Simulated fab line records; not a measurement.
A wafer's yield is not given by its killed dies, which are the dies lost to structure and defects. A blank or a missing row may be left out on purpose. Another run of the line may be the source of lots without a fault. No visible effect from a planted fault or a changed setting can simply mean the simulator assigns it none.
Which tool did it? -- flow n5_finfet -- 24 lots, 72 wafers sampled, at 2 steps of a route of 1938

## WHAT THE GAUGES SHOWED, per wafer
N5_GATE_CUT_THK_MEAS_24. Usual: GC_FILL_THK gives 219.1 nm (standard deviation 2.2).
lot,measured,on,GC_FILL_THK (nm),flag
L074,day 4 15:40,film_metro-02,217.0 215.6 219.6,
L075,day 4 21:37,film_metro-02,222.3 219.0 220.9,
L076,day 5 01:17,film_metro-01,217.8 217.2 221.9,
L077,day 5 07:54,film_metro-02,215.8 213.4 215.5,
L078,day 5 12:34,film_metro-02,218.6 219.2 221.8,
L079,day 5 21:32,film_metro-02,217.5 223.3 218.5,
L080,day 6 05:25,film_metro-02,218.5 221.4 222.6,
L081,day 6 10:26,film_metro-01,219.6 219.3 220.6,
L082,day 6 16:18,film_metro-01,218.9 220.3 220.3,
L083,day 6 21:28,film_metro-02,219.2 217.3 221.1,
L084,day 7 01:20,film_metro-01,217.9 219.2 218.3,
L085,day 7 10:47,film_metro-02,218.2 222.4 222.7,
L086,day 7 16:05,film_metro-01,219.4 223.3 223.0,
L087,day 7 18:15,film_metro-02,217.6 219.3 219.3,
L088,day 8 03:50,film_metro-02,217.6 216.6 218.5,
L089,day 8 07:37,film_metro-01,222.4 218.8 221.0,
L090,day 8 20:22,film_metro-02,217.6 217.8 222.5,
L091,day 8 20:35,film_metro-02,221.5 223.2 219.8,
L092,day 9 02:53,film_metro-01,217.5 215.9 219.0,
L093,day 9 11:29,film_metro-01,214.9 216.8 218.5,
L094,day 9 15:43,film_metro-01,217.8 214.6 217.0,
L095,day 9 18:37,film_metro-01,219.4 217.6 221.5,
L096,day 10 04:59,film_metro-01,219.8 217.5 221.1,
L097,day 10 08:18,film_metro-02,216.7 216.4 219.5,

## WHAT TOOL EACH LOT RAN ON (gives the tool, then ch and the chambers of the sampled wafers, and finally the start)
lot,N5_GATE_CUT_CMP_23
L074,"cmp-03 ch 1,2,3, day 4 15:25"
L075,"cmp-02 ch 0,1,2, day 4 21:20"
L076,"cmp-02 ch 1,2,3, day 5 01:04"
L077,"cmp-01 ch 0,1,2, day 5 07:37"
L078,"cmp-01 ch 0,1,3, day 5 12:20"
L079,"cmp-01 ch 0,2, day 5 21:14"
L080,"cmp-02 ch 0,2, day 6 05:09"
L081,"cmp-03 ch 0,2,3, day 6 10:10"
L082,"cmp-03 ch 0,1,2, day 6 16:05"
L083,"cmp-02 ch 2,3, day 6 21:13"
L084,"cmp-01 ch 1,2,3, day 7 01:03"
L085,"cmp-01 ch 0,1,3, day 7 10:34"
L086,"cmp-03 ch 0,1, day 7 15:48"
L087,"cmp-03 ch 1,2,3, day 7 17:59"
L088,"cmp-01 ch 0,1,3, day 8 03:33"
L089,"cmp-03 ch 1,2,3, day 8 07:19"
L090,"cmp-03 ch 0,2,3, day 8 20:04"
L091,"cmp-01 ch 1,3, day 8 20:17"
L092,"cmp-01 ch 0,2,3, day 9 02:36"
L093,"cmp-01 ch 0,1,2, day 9 11:11"
L094,"cmp-03 ch 1,2, day 9 15:25"
L095,"cmp-01 ch 0,1, day 9 18:19"
L096,"cmp-03 ch 1,3, day 10 04:44"
L097,"cmp-02 ch 0,1, day 10 08:02"
- N5_GATE_CUT_CMP_23: polishes, stops on SiO2, t overpolish 23.4 s, target thk 16 nm.

## AS READ BY THE TOOLS THEMSELVES (means over the sampled wafers that have a number; for cases with no such wafer, the mark the record gives instead)
N5_GATE_CUT_CMP_23. Usual: motor_current_A 8.9 A, standard deviation 0.82; overpolish_run_s 23.400 s, standard deviation 0.0088; pad_life_wafers 1181, standard deviation 480; time_to_endpoint_s 19.1 s, standard deviation 2.9.
lot,tool,motor_current_A (A),overpolish_run_s (s),pad_life_wafers,time_to_endpoint_s (s),flag
L074,cmp-03,9.2,23.394,230,23.1,
L075,cmp-02,9.2,23.390,985,21.0,
L076,cmp-02,8.7,23.402,1022,22.9,
L077,cmp-01,9.1,23.400,985,18.9,
L078,cmp-01,8.7,23.401,1046,14.4,
L079,cmp-01,9.6,23.394,1171,17.0,
L080,cmp-02,9.5,23.385,1064,17.2,
L081,cmp-03,8.5,23.405,482,19.4,
L082,cmp-03,8.2,23.397,524,18.6,
L083,cmp-02,8.8,23.402,1207,21.3,
L084,cmp-01,8.6,23.397,1442,17.3,
L085,cmp-01,8.8,23.406,1502,18.8,
L086,cmp-03,9.0,23.408,714,16.7,
L087,cmp-03,8.9,23.398,734,16.5,
L088,cmp-01,9.0,23.398,1663,21.4,
L089,cmp-03,8.8,23.395,841,19.9,
L090,cmp-03,8.5,23.400,955,20.0,
L091,cmp-01,8.6,23.391,1807,18.5,
L092,cmp-01,9.2,23.398,1867,17.3,
L093,cmp-01,8.9,23.399,1946,21.3,
L094,cmp-03,8.2,23.399,1064,19.4,
L095,cmp-01,8.9,23.387,2010,18.0,
L096,cmp-03,9.9,23.401,1172,19.5,
L097,cmp-02,8.6,23.393,1903,21.7,

## THE ANSWER, worked out from the rows above alone
Rule: a lot counts as off when the mean over its wafers that have a number is more than 3 standard deviations away from the usual mean. Also off: a lot with no number at a reading for which 4 or more lots have one. Any other lot the step has rows for is counted as sound. After the gauges, taken in route order, come the tools' own readings; for these a lot's mean is taken, as printed above. At the first step where some lot is off, the reading lying furthest off is the one used; lots without a number count as furthest.
No lot is off on any of the readings shown, so nothing can be concluded from this.

## WHAT HAD BEEN PUT IN BY THE SIMULATOR
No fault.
